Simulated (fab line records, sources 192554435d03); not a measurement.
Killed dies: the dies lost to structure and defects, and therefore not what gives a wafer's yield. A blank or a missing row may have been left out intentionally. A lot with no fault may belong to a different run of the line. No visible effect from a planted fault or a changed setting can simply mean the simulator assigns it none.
Matching of chambers    flow n5-finfet    N5_BEOL_M2_CO_CAP_55 on cvd-co-01 has 3 sister chambers
The step material Co, precursor CCTBA/H2, target thk 2 nm, time 102.1 s. 6 wafers are shown with their chamber, then 12 later ones without.

EACH WAFER AND ITS CHAMBER
wafer   chamber  heater-power-w (W)
L087.5  1        303
L090.1  0        217
L090.4  2        214
L092.3  0        222
L092.4  1        303
L092.5  2        216

WAFERS WITHOUT THEIR CHAMBER
wafer   heater-power-w (W)
L093.1  304
L093.3  217
L093.5  219
L094.1  213
L094.2  303
L094.3  214
L094.4  214
L094.5  303
L094.6  223
L095.1  220
L095.5  215
L095.6  303

THE CHAMBER EACH PASSED THROUGH
wafer    from the rows above       in truth
L093.1   1                         1
L093.3   can't be placed: 2 or 0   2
L093.5   can't be placed: 0 or 2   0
L094.1   2                         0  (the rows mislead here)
L094.2   1                         1
L094.3   2                         2
L094.4   2                         2
L094.5   1                         1
L094.6   0                         0
L095.1   0                         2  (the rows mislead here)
L095.5   2                         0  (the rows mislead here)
L095.6   1                         1
7 of 12 placed correctly. Unplaceable from these rows: 2, with the true chamber sitting among the candidates in 2. Placed wrongly: 3.
How it was worked out, from the rows above alone: a wafer's distance from a chamber is the root of the sum, over the readings, of the square of ((its reading less the chamber's mean) divided by the reading's scatter). If the next closest chamber is less than 2 further off than the closest, the wafer can't be placed; otherwise it belongs to the closest. The mean given for a chamber averages the wafers shown for that chamber. The scatter: take each reading less its chamber's mean, square it, sum over the shown wafers, divide by the number of wafers less the number of chambers, and take the root.
